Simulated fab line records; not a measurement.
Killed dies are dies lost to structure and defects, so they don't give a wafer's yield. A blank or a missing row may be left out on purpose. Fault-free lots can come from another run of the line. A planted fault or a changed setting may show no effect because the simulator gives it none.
What tool caused it?	flow n5-finfet	Sampling: 9 lots, 27 wafers, 5 of 1938 route steps

WHAT THE GAUGES SHOWED, per wafer
N5_BEOL_M4_RC_MEAS_101. Usual: DIBL_N 35.9 mV/V, standard deviation 1.3; DIBL_P 36.3 mV/V, standard deviation 1.5; IOFF_N 0.153 nA/um, standard deviation 0.023; IOFF_P 0.208 nA/um, standard deviation 0.028; ION_N 672 uA/um, standard deviation 9.7; ION_P 462 uA/um, standard deviation 6.6; SS_N 71.5 mV/dec, standard deviation 0.53; SS_P 73.3 mV/dec, standard deviation 0.59; VT_N 250.4 mV, standard deviation 2.7; VT_P -250.5 mV, standard deviation 3.
lot	measured	on	DIBL_N (mV/V)	DIBL_P (mV/V)	IOFF_N (nA/um)	IOFF_P (nA/um)	ION_N (uA/um)	ION_P (uA/um)	SS_N (mV/dec)	SS_P (mV/dec)	VT_N (mV)	VT_P (mV)	flag
L772	day 9 02:06	prober-02	34.1 33.4 34.4	36.7 36.1 36.6	0.150 0.139 0.148	0.207 0.206 0.195	674 665 664	467 463 455	71.5 71.5 71.6	73.5 73.4 73.8	247.2 248.8 246.3	-250.3 -250.9 -252.2	
L773	day 9 08:19	prober-01	37.3 35.1 38.7	37.6 34.8 39.2	0.186 0.148 0.218	0.275 0.214 0.307	672 670 690	470 469 478	72.6 71.1 73.0	73.6 72.8 73.3	245.2 250.7 246.7	-245.2 -248.0 -243.2	
L778	day 10 15:32	prober-02	35.5 36.2 35.2	35.2 35.9 35.0	0.133 0.149 0.128	0.188 0.192 0.180	660 670 664	453 458 452	71.2 71.2 71.2	72.8 73.1 73.4	253.5 252.0 255.7	-253.0 -255.0 -255.7	
L782	day 11 11:40	prober-02	36.8 34.5 35.1	35.5 33.3 33.3	0.161 0.123 0.129	0.211 0.178 0.176	677 660 659	454 452 454	71.4 71.1 71.6	74.0 72.7 73.3	253.2 253.4 254.8	-251.8 -253.1 -253.2	
L783	day 12 10:47	prober-02	34.4 36.0 37.2	34.2 36.0 37.4	0.117 0.137 0.153	0.164 0.192 0.211	656 656 666	447 452 456	70.8 71.7 71.6	72.5 72.9 73.3	253.0 252.0 251.0	-251.7 -252.3 -252.4	
L788	day 13 16:50	prober-02	34.6 36.1 35.8	34.6 35.9 36.2	0.142 0.158 0.146	0.180 0.198 0.207	679 679 666	461 460 456	70.4 71.5 71.8	72.8 73.5 73.4	248.7 250.2 252.1	-251.5 -250.3 -248.1	
L789	day 13 15:25	prober-01	33.7 33.9 34.0	34.3 34.7 35.1	0.136 0.137 0.144	0.213 0.212 0.223	665 670 686	462 466 476	70.9 70.4 71.5	73.3 72.4 73.6	251.6 250.3 251.4	-247.8 -248.5 -245.7	
L790	day 13 21:12	prober-01	35.8 32.8 34.9	38.0 34.6 37.1	0.168 0.121 0.152	0.216 0.176 0.203	673 669 685	462 460 474	71.5 71.3 71.5	73.4 72.8 73.5	249.3 251.3 252.4	-252.6 -253.5 -249.4	
L791	day 14 01:19	prober-02	37.1 36.4 36.6	38.5 37.5 37.4	0.190 0.170 0.165	0.239 0.215 0.209	690 691 679	472 468 462	71.4 71.4 71.7	74.4 74.6 73.0	247.0 248.6 249.0	-248.6 -250.0 -248.8	

TOOL THAT RAN EACH LOT (tool first, then ch and the chambers of the sampled wafers, then the start)
lot	N5_HKMG_FIN_ETCH_32	N5_HKMG_FIN_STRIP_92	N5_HKMG_FIN_COAT_85	N5_HKMG_FIN_ETCH_67
L772	rie-diel-05 ch 0,1,2, day 4 14:48	rie-diel-05 ch 0,1,2, day 4 15:10	litho-track-02 ch 0, day 4 16:01	rie-diel-05 ch 0,1,3, day 4 17:08
L773	rie-diel-05 ch 1,2,3, day 5 00:55	rie-diel-05 ch 1,2,3, day 5 01:17	litho-track-04 ch 0, day 5 02:05	rie-diel-05 ch 1,2,3, day 5 03:14
L778	rie-diel-03 ch 0,1, day 6 10:53	rie-diel-03 ch 0,1, day 6 11:14	litho-track-02 ch 0, day 6 12:02	rie-diel-05 ch 0,3, day 6 13:30
L782	rie-diel-06 ch 0,1,3, day 7 09:37	rie-diel-06 ch 0,1,3, day 7 09:59	litho-track-02 ch 0, day 7 10:48	rie-diel-06 ch 0,1,2, day 7 12:01
L783	rie-diel-06 ch 1,3, day 7 11:36	rie-diel-06 ch 1,3, day 7 11:58	litho-track-03 ch 0, day 7 12:49	rie-diel-06 ch 1,2,3, day 7 14:33
L788	rie-diel-03 ch 0,2,3, day 8 16:49	rie-diel-03 ch 0,2,3, day 8 17:10	litho-track-04 ch 0, day 8 17:59	rie-diel-03 ch 0,1,3, day 8 19:07
L789	rie-diel-03 ch 1,2, day 9 02:29	rie-diel-03 ch 1,2, day 9 02:51	litho-track-03 ch 0, day 9 03:40	rie-diel-05 ch 1,2, day 9 04:57
L790	rie-diel-03 ch 0,2, day 9 04:43	rie-diel-03 ch 0,2, day 9 05:05	litho-track-03 ch 0, day 9 05:54	rie-diel-03 ch 1,2, day 9 07:02
L791	rie-diel-05 ch 2,3, day 9 13:51	rie-diel-05 ch 2,3, day 9 14:13	litho-track-04 ch 0, day 9 15:01	rie-diel-06 ch 0,1,2, day 9 16:20
- N5_HKMG_FIN_ETCH_32: etches SOC in N2/H2, target depth 240 nm, time 300 s.
- N5_HKMG_FIN_STRIP_92: strips SOC in N2/H2, time 20 s.
- N5_HKMG_FIN_COAT_85: time 60 s, resist thk 300 nm.
- N5_HKMG_FIN_ETCH_67: etches SOC in N2/H2, stops on TiN, target depth 388.9 nm.

WHAT THE TOOLS THEMSELVES READ (means of the sampled wafers that have a number; where no wafer has one, the mark that the record gives instead)
N5_HKMG_FIN_ETCH_32. Usual: drypump-motor-current-A 5.9 A, standard deviation 0.35; oes-product-au 0.78 a.u., standard deviation 0.1; rf-vpp-V 523 V, standard deviation 3.3; showerhead-plenum-p-Torr 2.51 Torr, standard deviation 0.12; throttle-valve-pct 17.93 %, standard deviation 0.25.
lot	tool	drypump-motor-current-A (A)	oes-product-au (a.u.)	rf-vpp-V (V)	showerhead-plenum-p-Torr (Torr)	throttle-valve-pct (%)	flag
L772	rie-diel-05	5.6	0.71	520	2.41	17.93	
L773	rie-diel-05	5.7	0.70	520	2.41	17.76	
L778	rie-diel-03	5.8	0.69	526	2.58	18.21	
L782	rie-diel-06	5.9	0.91	524	2.56	17.70	
L783	rie-diel-06	5.8	0.93	527	2.64	17.73	
L788	rie-diel-03	6.0	0.74	523	2.51	17.97	
L789	rie-diel-03	6.0	0.87	522	2.52	18.08	
L790	rie-diel-03	5.9	0.72	519	2.39	18.00	
L791	rie-diel-05	5.7	0.99	529	2.72	17.45	

N5_HKMG_FIN_STRIP_92. Usual: drypump-motor-current-A 5.9 A, standard deviation 0.35; oes-product-au 0.78 a.u., standard deviation 0.1; rf-vpp-V 54.1 V, standard deviation 0.96; showerhead-plenum-p-Torr 3.32 Torr, standard deviation 0.15; throttle-valve-pct 19.1 %, standard deviation 0.34.
lot	tool	drypump-motor-current-A (A)	oes-product-au (a.u.)	rf-vpp-V (V)	showerhead-plenum-p-Torr (Torr)	throttle-valve-pct (%)	flag
L772	rie-diel-05	5.6	0.71	53.1	3.19	19.1	
L773	rie-diel-05	5.7	0.70	53.6	3.18	18.7	
L778	rie-diel-03	5.8	0.69	55.2	3.41	19.4	
L782	rie-diel-06	5.9	0.91	54.0	3.38	19.0	
L783	rie-diel-06	5.7	0.93	54.3	3.49	19.2	
L788	rie-diel-03	6.0	0.74	54.0	3.31	19.0	
L789	rie-diel-03	6.0	0.86	54.6	3.33	19.3	
L790	rie-diel-03	6.0	0.72	54.9	3.16	19.1	
L791	rie-diel-05	5.7	0.98	53.9	3.58	18.4	

N5_HKMG_FIN_COAT_85. Usual: dispense-pressure-kPa 52.4 kPa, standard deviation 2; heater-power-total-W 500.2 W, standard deviation 1.7; resist-line-temp-C 23.01 C, standard deviation 0.11; spin-speed-rpm 1499.9 rpm, standard deviation 1.
lot	tool	dispense-pressure-kPa (kPa)	heater-power-total-W (W)	resist-line-temp-C (C)	spin-speed-rpm (rpm)	flag
L772	litho-track-02	54.5	502.1	23.06	1500.7	
L773	litho-track-04	52.2	501.2	23.07	1501.1	
L778	litho-track-02	54.5	499.9	23.02	1680.7	OFF
L782	litho-track-02	54.5	500.0	22.85	1680.6	OFF
L783	litho-track-03	50.0	498.6	23.16	1500.9	
L788	litho-track-04	52.2	500.9	23.18	1500.0	
L789	litho-track-03	50.0	500.9	23.06	1499.7	
L790	litho-track-03	50.1	500.0	22.89	1499.8	
L791	litho-track-04	52.2	501.4	23.01	1500.5	

N5_HKMG_FIN_ETCH_67. Usual: drypump-motor-current-A 5.8 A, standard deviation 0.37; oes-product-au 0.77 a.u., standard deviation 0.099; rf-vpp-V 240.4 V, standard deviation 1.7; showerhead-plenum-p-Torr 2.52 Torr, standard deviation 0.11; throttle-valve-pct 17.87 %, standard deviation 0.27.
lot	tool	drypump-motor-current-A (A)	oes-product-au (a.u.)	rf-vpp-V (V)	showerhead-plenum-p-Torr (Torr)	throttle-valve-pct (%)	flag
L772	rie-diel-05	5.7	0.70	238.6	2.41	17.86	
L773	rie-diel-05	5.7	0.69	238.2	2.41	17.73	
L778	rie-diel-05	5.6	0.70	239.3	2.40	17.99	
L782	rie-diel-06	5.8	0.80	240.9	2.56	17.80	
L783	rie-diel-06	6.1	0.84	241.2	2.57	17.80	
L788	rie-diel-03	5.8	0.79	241.9	2.60	17.94	
L789	rie-diel-05	5.8	0.77	241.1	2.51	17.53	
L790	rie-diel-03	6.1	0.79	239.4	2.42	18.07	
L791	rie-diel-06	5.8	0.86	240.7	2.55	17.71	

THE ANSWER, worked out from the rows above alone
Rule: lot off if the mean of its wafers having a number is beyond 3 standard deviations from the usual mean. Also off: a lot with no number at a reading for which 4 or more lots have one. The other lots that the step has rows for count as sound. The gauges are gone through in route order, then the tools' own readings, and for those a lot's mean is taken as printed above. At the first step where some lot is off, the reading lying furthest off is the one used; lots without a number count as furthest.
Off at N5_HKMG_FIN_COAT_85 (spin-speed-rpm): L778, L782.
A tool fits if, at that step or a process step before it, it ran every lot that is off, and no sound lot after the first of them. One candidate fits, namely litho-track-02 at N5_HKMG_FIN_COAT_85. A fault onset in the window from L772 (day 4 16:01, its last sound lot) to L778 (day 6 12:02, its first lot off) fits.
On the lots that are off, the tool's own readings at N5_HKMG_FIN_COAT_85 differ by more than 5 times the standard deviation of the sound lots' means, which bears it out; spin-speed-rpm reads 1680.7 rpm there versus 1500.4 rpm on the sound lots.

WHAT THE SIMULATOR HAD PUT IN
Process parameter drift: litho-track-02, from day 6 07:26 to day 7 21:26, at N5_HKMG_FIN_COAT_85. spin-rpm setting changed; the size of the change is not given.
Struck lots among those shown: L778, L782. Same finding as the rule above.
